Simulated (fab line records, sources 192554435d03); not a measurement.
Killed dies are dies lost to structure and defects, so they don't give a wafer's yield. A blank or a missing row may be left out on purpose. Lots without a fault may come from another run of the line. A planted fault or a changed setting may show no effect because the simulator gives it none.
One fault seen from 3 desks | flow n5_finfet | each desk has only its own numbers; what lay behind them comes last

THE DEFECT DESK
What the inspections along the route counted, lot by lot: means of the sampled wafers that have a number. A lot is out of limits, marked OUT, if its mean lies more than 4 standard deviations from the usual mean; the brackets give that distance.
Columns: A = raw_defect_count at N5_BEOL_M12_INSPECT_30, usual 2.2
lot  | first seen here | A
L671 | day 10 16:10    | 3.7
L677 | day 12 15:40    | 2.7
L680 | day 12 17:07    | 3.3
L679 | day 12 21:06    | 2.7
L681 | day 13 12:27    | 2.5
L685 | day 14 02:19    | 6.0
L690 | day 15 10:14    | 3.0
This desk's finding: nothing out of limits on any of the 7 lots.

THE TOOL OWNER'S DESK: rie_diel-03
The tool's own readings at N5_BEOL_M12_TRENCH_ETCH_34 (etches SiOC in C4F8/O2/Ar, target depth 318.95 nm, time 125.5 s): means of the sampled wafers that have a number, for each lot that ran on this tool. A lot is out of limits, marked OUT, if its mean lies more than 4 standard deviations from the usual mean; the brackets give that distance.
Columns: A = drypump_motor_current_A at N5_BEOL_M12_TRENCH_ETCH_34, usual 5.8 A; B = oes_product_au at N5_BEOL_M12_TRENCH_ETCH_34, usual 0.83 a.u.; C = rf_vpp_V at N5_BEOL_M12_TRENCH_ETCH_34, usual 667 V; D = showerhead_plenum_p_Torr at N5_BEOL_M12_TRENCH_ETCH_34, usual 3.46 Torr; E = throttle_valve_pct at N5_BEOL_M12_TRENCH_ETCH_34, usual 24.08 %
lot  | first seen here | A   | B    | C   | D    | E
L671 | day 10 16:38    | 5.7 | 0.80 | 665 | 3.43 | 24.05
L677 | day 12 16:04    | 5.6 | 0.88 | 666 | 3.44 | 24.11
L680 | day 12 17:40    | 5.8 | 0.87 | 667 | 3.45 | 23.98
L681 | day 13 12:52    | 5.8 | 0.93 | 670 | 3.56 | 23.72
L685 | day 14 02:43    | 5.8 | 0.84 | 668 | 3.52 | 24.04
This desk's finding: nothing out of limits on any of the 5 lots.

THE METROLOGY DESK
What the gauges read, lot by lot, whatever tool the lot ran on: means of the sampled wafers that have a number. A lot is out of limits, marked OUT, if its mean lies more than 4 standard deviations from the usual mean; the brackets give that distance. Of its 26 readings 7 are shown: the one that was out of limits first, and those that lie furthest out on some lot.
Columns: A = trench_depth_nm at N5_BEOL_M12_OCD_MEAS_35, usual 318 nm; B = M12_THK at N5_BEOL_M12_THK_MEAS_50, usual 325 nm; C = M12_RS at N5_BEOL_M12_RS_MEAS_54, usual 0.0601 ohm/sq; D = COMB_M8 at N5_BEOL_M15_RC_MEAS_101, usual 2.5e-11 S/m; E = SERP_M12 at N5_BEOL_M15_RC_MEAS_101, usual 0.636 ohm/um; F = SERP_M12_max_site at N5_BEOL_M15_RC_MEAS_101, usual 0.648 ohm/um; G = SERP_M8 at N5_BEOL_M15_RC_MEAS_101, usual 13.8 ohm/um
lot  | first seen here | A              | B   | C                 | D       | E     | F     | G
L671 | day 10 16:44    | 313            | 322 | 0.0613            | 2.7e-11 | 0.650 | 0.669 | 13.9
L677 | day 12 16:13    | 322            | 334 | 0.0597            | 3.2e-11 | 0.635 | 0.645 | 13.4
L680 | day 12 17:50    | 296 (-4.6) OUT | 302 | 0.0650 (+5.2) OUT | 3.5e-11 | 0.689 | 0.706 | 14.0
L679 | day 12 21:39    | 320            | 328 | 0.0596            | 2.5e-11 | 0.638 | 0.656 | 14.8
L681 | day 13 13:01    | 300            | 309 | 0.0641 (+4.3) OUT | 2.4e-11 | 0.667 | 0.682 | 13.3
L685 | day 14 02:53    | 300            | 311 | 0.0639 (+4.1) OUT | 2.2e-11 | 0.671 | 0.677 | 13.5
L690 | day 15 10:47    | 322            | 325 | 0.0591            | 2.0e-11 | 0.623 | 0.637 | 13.1
This desk's finding: out of limits on L680, L681, L685; first on L680, day 12 17:50 (trench_depth_nm at N5_BEOL_M12_OCD_MEAS_35). In limits: L671, L677, L679, L690.

PUT TOGETHER
The metrology desk could have raised an alarm at day 12 17:50, on L680, L681, L685.
The defect desk saw nothing out of limits.
The tool owner's desk saw nothing out of limits.
The defect desk has L680, L681, L685 on record, within its limits.
The tool owner's desk has L680, L681, L685 on record, within its limits.
Of the lots named, all ran N5_BEOL_M12_TRENCH_ETCH_34 on rie_diel-03.

WHAT THE SIMULATOR HAD PUT IN
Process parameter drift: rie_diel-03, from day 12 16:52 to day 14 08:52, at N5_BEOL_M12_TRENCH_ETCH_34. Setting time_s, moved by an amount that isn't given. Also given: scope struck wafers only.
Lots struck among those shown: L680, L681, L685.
Hours from the fault's start to each desk's first reading out of limits: the metrology desk, 1.
